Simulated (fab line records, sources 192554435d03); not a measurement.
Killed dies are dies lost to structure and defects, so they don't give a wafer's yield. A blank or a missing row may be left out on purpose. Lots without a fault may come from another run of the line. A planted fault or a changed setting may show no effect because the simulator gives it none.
A struck lot beside a sound one | flow n5_finfet | 13 steps out of a route of 1938
Sound: wafers L240.1, L240.3, L240.6. Struck: wafers L246.3, L246.4, L246.6. The cause comes at the end.
At each step with rows: each side's tool, then ch and its chambers, then its first start. Under that, the readings that differ: sound wafers | struck wafers | difference of the means | sigmas: that difference in standard deviations of wafers without a fault.
alike: readings whose means differ by less than 2 such deviations, and words and numbers that are the same on both sides. not compared: withheld readings, readings that some wafer has no value for, bounds like >300 that may hide the same value, and numbers for which the record gives no deviation and whose values overlap.
The two part at a step that has a row with sigmas, a row that says differs or no value, or rows on one side only. Numbers that don't overlap but have no deviation are shown without sigmas and don't part them. A reading that every wafer of one side lacks parts them only if that side has two wafers or more.

first, 9 steps without rows for these wafers: N5_BEOL_M4_SOFTBAKE_23 (time 60 s); N5_BEOL_M4_EXPOSE_25 (exposes mask V3, defocus 5 nm); N5_BEOL_M4_PEB_26 (peb time 60 s); N5_BEOL_M4_DEVELOP_27 (develop time 30 s); N5_BEOL_M4_DESCUM_33 (chemistry O2, time 7 s); N5_BEOL_M4_ETCH_77 (etches underlayer in N2/H2, target depth 6.5 nm, time 5.2 s); N5_BEOL_M4_ETCH_69 (etches SiARC in CF4, target depth 15.6 nm, time 26 s); N5_BEOL_M4_ALD_98 (deposits SiO2, target thk 2.5 nm, pulse time 1 s, co reactant pulse time 1 s); N5_BEOL_M4_ETCHBACK_99 (etches SiO2 in CHF3, target depth 5 nm, time 10.4 s).
N5_BEOL_M4_ETCH_70: etches SOC in N2/H2, target depth 80 nm, overetch 24 nm, time 130 s.
  sound on rie_diel-01 ch 0,2,3, day 10 12:59; struck on rie_diel-01 ch 0,1,3, day 12 12:58
  reading                                    | sound       | struck      | difference | sigmas
  model.SiARC_of_BEOL_M4_COAT_68.thk_nm (nm) | 5.8 5.8 5.8 | 2.6 2.6 2.6 | -3.2       |
  alike: drypump_motor_current_A, oes_product_au, rf_vpp_V, showerhead_plenum_p_Torr, throttle_valve_pct
  not compared: rf_hours_counter_h
then, 1 step without rows for these wafers: N5_BEOL_M4_STRIP_71 (strips in N2/H2).
N5_BEOL_M4_RC_MEAS_101:
  sound on prober-02 ch 0, day 10 17:12; struck on prober-02 ch 0, day 12 19:09
  alike: DIBL_N, DIBL_P, IOFF_N, IOFF_P, ION_N, ION_P, SS_N, SS_P, VT_N, VT_P
then, 1 step without rows for these wafers: N5_PASSIVATION_PROBE_49.

WHERE THEY PART
Nowhere in this record.

WHY: what the simulator had put in
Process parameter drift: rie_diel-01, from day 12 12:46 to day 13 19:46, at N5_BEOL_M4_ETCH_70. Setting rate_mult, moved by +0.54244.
